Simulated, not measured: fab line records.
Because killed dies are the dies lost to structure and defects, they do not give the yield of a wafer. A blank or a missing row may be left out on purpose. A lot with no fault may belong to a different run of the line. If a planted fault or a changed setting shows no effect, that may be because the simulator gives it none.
Matching of chambers || flow nand-harc || NHARC_P_ZERO_WELL_ETCH_63 on rie-si-03 has 4 sister chambers
The step etches the open film in HBr/Cl2, target depth 120 nm, time 40.1 s. 16 wafers are shown with their chamber, then 8 later ones without.

== WAFERS, EACH WITH ITS CHAMBER ==
{"wafer": "L678.1", "chamber": 1, "drypump-motor-current-A (A)": 5.9, "oes-product-au (a.u.)": 0.991, "throttle-valve-pct (%)": 26.394}
{"wafer": "L678.2", "chamber": 0, "drypump-motor-current-A (A)": 5.8, "oes-product-au (a.u.)": 0.997, "throttle-valve-pct (%)": 26.405}
{"wafer": "L678.3", "chamber": 2, "drypump-motor-current-A (A)": 5.3, "oes-product-au (a.u.)": 0.987, "throttle-valve-pct (%)": 26.400}
{"wafer": "L680.1", "chamber": 3, "drypump-motor-current-A (A)": 6.2, "oes-product-au (a.u.)": 0.985, "throttle-valve-pct (%)": 26.408}
{"wafer": "L680.4", "chamber": 1, "drypump-motor-current-A (A)": 6.0, "oes-product-au (a.u.)": 0.995, "throttle-valve-pct (%)": 26.416}
{"wafer": "L680.6", "chamber": 2, "drypump-motor-current-A (A)": 5.3, "oes-product-au (a.u.)": 0.993, "throttle-valve-pct (%)": 26.388}
{"wafer": "L682.1", "chamber": 0, "drypump-motor-current-A (A)": 5.8, "oes-product-au (a.u.)": 1.005, "throttle-valve-pct (%)": 26.399}
{"wafer": "L682.3", "chamber": 2, "drypump-motor-current-A (A)": 5.3, "oes-product-au (a.u.)": 0.991, "throttle-valve-pct (%)": 26.400}
{"wafer": "L682.6", "chamber": 3, "drypump-motor-current-A (A)": 6.2, "oes-product-au (a.u.)": 0.990, "throttle-valve-pct (%)": 26.410}
{"wafer": "L685.2", "chamber": 2, "drypump-motor-current-A (A)": 5.3, "oes-product-au (a.u.)": 0.990, "throttle-valve-pct (%)": 26.403}
{"wafer": "L685.3", "chamber": 1, "drypump-motor-current-A (A)": 6.0, "oes-product-au (a.u.)": 1.006, "throttle-valve-pct (%)": 26.410}
{"wafer": "L685.4", "chamber": 0, "drypump-motor-current-A (A)": 5.8, "oes-product-au (a.u.)": 1.001, "throttle-valve-pct (%)": 26.406}
{"wafer": "L687.1", "chamber": 1, "drypump-motor-current-A (A)": 6.0, "oes-product-au (a.u.)": 1.004, "throttle-valve-pct (%)": 26.408}
{"wafer": "L687.3", "chamber": 3, "drypump-motor-current-A (A)": 6.2, "oes-product-au (a.u.)": 0.990, "throttle-valve-pct (%)": 26.398}
{"wafer": "L687.4", "chamber": 2, "drypump-motor-current-A (A)": 5.3, "oes-product-au (a.u.)": 0.992, "throttle-valve-pct (%)": 26.400}
{"wafer": "L698.2", "chamber": 2, "drypump-motor-current-A (A)": 5.3, "oes-product-au (a.u.)": 0.996, "throttle-valve-pct (%)": 26.416}

SIGNATURES (means of the wafers above)
{"reading": "drypump-motor-current-A", "chamber 0": 5.800, "chamber 1": 5.975, "chamber 2": 5.300, "chamber 3": 6.200, "scatter within a chamber": 0.025}
{"reading": "oes-product-au", "chamber 0": 1.00100, "chamber 1": 0.99900, "chamber 2": 0.99150, "chamber 3": 0.98833, "scatter within a chamber": 0.00455}
{"reading": "throttle-valve-pct", "chamber 0": 26.40333, "chamber 1": 26.40700, "chamber 2": 26.40117, "chamber 3": 26.40533, "scatter within a chamber": 0.00802}
Rule: a wafer's distance from a chamber is the root of the sum, over the readings, of the square of ((its reading less the chamber's mean) divided by the reading's scatter). The wafer belongs to the nearest chamber; if the next one is less than 2 further off, it can't be placed. The scatter is the square root of a quotient: the sum, over the shown wafers, of each reading's squared deviation from its chamber's mean, divided by wafers minus chambers.

== WAFERS WITH NO CHAMBER GIVEN ==
{"wafer": "L698.3", "drypump-motor-current-A (A)": 6.2, "oes-product-au (a.u.)": 0.995, "throttle-valve-pct (%)": 26.411}
{"wafer": "L698.5", "drypump-motor-current-A (A)": 5.8, "oes-product-au (a.u.)": 1.006, "throttle-valve-pct (%)": 26.414}
{"wafer": "L699.1", "drypump-motor-current-A (A)": 6.3, "oes-product-au (a.u.)": 0.994, "throttle-valve-pct (%)": 26.412}
{"wafer": "L699.2", "drypump-motor-current-A (A)": 6.0, "oes-product-au (a.u.)": 1.000, "throttle-valve-pct (%)": 26.407}
{"wafer": "L699.4", "drypump-motor-current-A (A)": 5.8, "oes-product-au (a.u.)": 0.982, "throttle-valve-pct (%)": 26.401}
{"wafer": "L701.1", "drypump-motor-current-A (A)": 5.8, "oes-product-au (a.u.)": 0.998, "throttle-valve-pct (%)": 26.414}
{"wafer": "L701.2", "drypump-motor-current-A (A)": 6.0, "oes-product-au (a.u.)": 1.001, "throttle-valve-pct (%)": 26.398}
{"wafer": "L701.5", "drypump-motor-current-A (A)": 6.3, "oes-product-au (a.u.)": 0.998, "throttle-valve-pct (%)": 26.380}

== WHICH CHAMBER EACH ONE RAN IN ==
{"wafer": "L698.3", "from the rows above": 3, "in truth": 3}
{"wafer": "L698.5", "from the rows above": 0, "in truth": 0}
{"wafer": "L699.1", "from the rows above": 3, "in truth": 3}
{"wafer": "L699.2", "from the rows above": 1, "in truth": 1}
{"wafer": "L699.4", "from the rows above": 0, "in truth": 0}
{"wafer": "L701.1", "from the rows above": 0, "in truth": 0}
{"wafer": "L701.2", "from the rows above": 1, "in truth": 1}
{"wafer": "L701.5", "from the rows above": 3, "in truth": 3}
Correctly placed: 8 of 8. Number that these rows cannot place: 0. Placed wrongly: 0.
